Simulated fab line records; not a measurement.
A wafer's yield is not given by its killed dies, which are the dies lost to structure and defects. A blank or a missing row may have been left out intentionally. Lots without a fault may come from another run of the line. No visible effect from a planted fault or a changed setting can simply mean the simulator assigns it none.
A lot that was struck, set against a sound lot + flow n5 finfet + 28 out of 1938 route steps
Sound: the wafers L892.3, L892.4, L892.5. Struck: wafer L902.2 (left out: L902.4, a lot-mate that was not struck); the cause follows at the end.
For every step that has rows: the tool of each side, followed by ch and its chambers, followed by its first start. Under that, the readings that differ: sound wafers + struck wafers + difference of the means + sigmas: that difference in standard deviations of wafers without a fault.
alike: words and numbers the same on both sides, and readings whose means are apart by under 2 such deviations; not compared: readings that were withheld, readings missing a value for some wafer, numbers with overlapping values and no deviation given by the record, and bounds like >300 which may hide the same value.
Wherever a step has rows on one side only, a row that says differs or no value, or a row with sigmas, the two part there. Non-overlapping numbers with no deviation appear without sigmas and do not part them. Lack of a reading on every wafer of one side parts them only where that side has two or more wafers.

first, 5 steps without rows for these wafers: N5_BEOL_M14_SOFTBAKE_23 (time 60 s); N5_BEOL_M14_EXPOSE_25 (exposes mask M14, target cd 280 nm); N5_BEOL_M14_PEB_26 (peb time 90 s); N5_BEOL_M14_DEVELOP_27 (develop time 45 s); N5_BEOL_M14_HARDBAKE_32 (time 120 s).
N5_BEOL_M14_CD_MEAS_28: target cd 284.4 nm.
  sound on cd sem-03 ch 0, day 13 02:29; struck on cd sem-03 ch 0, day 15 21:04
  alike: cd nm
N5_BEOL_M14_OVL_MEAS_29:
  sound on overlay-02 ch 0, day 13 02:31; struck on overlay-02 ch 0, day 15 21:07
  alike: M14_OVL
N5_BEOL_M14_INSPECT_30: inspects for defects (macro).
  struck on defect inspect-02, day 15 21:08; sound on defect inspect-02, day 13 02:32
  alike: raw defect count
N5_BEOL_M14_DESCUM_33: chemistry O2, time 7.9 s.
  sound on rie diel-05 ch 0,1,3, day 13 03:02; struck on rie diel-05 ch 3, day 15 21:10
  alike: drypump motor current A, oes product au, rf vpp V, showerhead plenum p Torr, temp c, throttle valve pct
  not compared: rf hours counter h
N5_BEOL_M14_ETCH_67: etches SiARC in CF4, target depth 143 nm, time 238.3 s.
  sound on rie diel-05 ch 0,1,3, day 13 03:04; struck on rie diel-05 ch 3, day 15 21:12
  alike: drypump motor current A, etch rf on time s, oes product au, rf vpp V, showerhead plenum p Torr, throttle valve pct
  not compared: rf hours counter h
N5_BEOL_M14_ETCH_68: etches SOC in N2/H2, time 450 s.
  sound on rie diel-05 ch 0,1,3, day 13 03:13; struck on rie diel-05 ch 3, day 15 21:21
  alike: drypump motor current A, h2 flow sccm, oes product au, rf vpp V, showerhead plenum p Torr, temp c, throttle valve pct
  not compared: rf hours counter h
then, 1 step without rows for these wafers: N5_BEOL_M14_STRIP_69 (strips in N2/H2).
N5_BEOL_M14_TRENCH_ETCH_34: etches SiO2 in C4F8/O2/Ar, target depth 556.65 nm, time 126.9 s.
  sound on rie diel-05 ch 0,1,3, day 13 03:29; struck on rie diel-05 ch 3, day 15 21:37
  alike: C4F8_flow_sccm, O2_flow_sccm, drypump motor current A, oes product au, rf vpp V, showerhead plenum p Torr, throttle valve pct
  not compared: rf hours counter h, model.etch.depth nm
then, 1 step without rows for these wafers: N5_BEOL_M14_STRIP_70 (strips in C4F8/O2/Ar).
N5_BEOL_M14_OCD_MEAS_35:
  struck on ocd-02, day 15 21:47; sound on ocd-02, day 13 03:38
  alike: trench depth nm
then, 5 steps without rows for these wafers: N5_BEOL_M14_STRIP_37 (strips in O2); N5_BEOL_M14_ETCH_38 (etches SiCN in CF4/N2, target depth 106.5 nm, time 120.6 s); N5_BEOL_M14_PRECLEAN_39 (cleans in residue remover, time 60 s); N5_BEOL_M14_SRD_40 (time 30 s, dry time 30 s); N5_BEOL_M14_DEGAS_41 (time 60 s).
N5_BEOL_M14_PRE_CLEAN_42: time 30 s.
  struck on pvd sputter-01, day 16 00:38; sound on pvd sputter-03, day 13 06:03
  alike: heater power w
then, 1 step without rows for these wafers: N5_BEOL_M14_SPUTTER_43 (material TaN, target thk 15 nm, time 24.19 s).
N5_BEOL_M14_SPUTTER_44: material Ta, target thk 15 nm, time 24.19 s.
  struck on pvd sputter-01, day 16 00:45; sound on pvd sputter-03, day 13 06:10
  alike: cathode dc power W, throttle valve pct
then, 3 steps without rows for these wafers: N5_BEOL_M14_SPUTTER_45 (material Cu, target thk 100 nm, time 16.67 s); N5_BEOL_M14_ECD_47 (material Cu, target thk 1248 nm); N5_BEOL_M14_ANNEAL_48 (time 90 s).
N5_BEOL_M14_CMP_49: polishes, stops on SiO2, t overpolish 5.2 s, target thk 560 nm.
  sound on cmp-01 ch 0,1,2, day 13 06:52; struck on cmp-03 ch 3, day 16 01:26
| reading                                 | sound           | struck | difference | sigmas |
|-----------------------------------------|-----------------|--------|------------|--------|
| model.Cu_of_BEOL_M14_ECD_47.thk nm (nm) | 548 557.2 583.8 | 547.4  | -15.6      |        |
  alike: barrier field endpoint s, head pressure psi, motor current A, overpolish run s, time to endpoint s
  not compared: pad life wafers
N5_BEOL_M14_THK_MEAS_50: measures by xrf.
  struck on film metro-02, day 16 01:44; sound on film metro-01, day 13 07:09
  alike: M14_THK

WHERE THEY PART
Nowhere in this record.

WHY: whatever the simulator had introduced
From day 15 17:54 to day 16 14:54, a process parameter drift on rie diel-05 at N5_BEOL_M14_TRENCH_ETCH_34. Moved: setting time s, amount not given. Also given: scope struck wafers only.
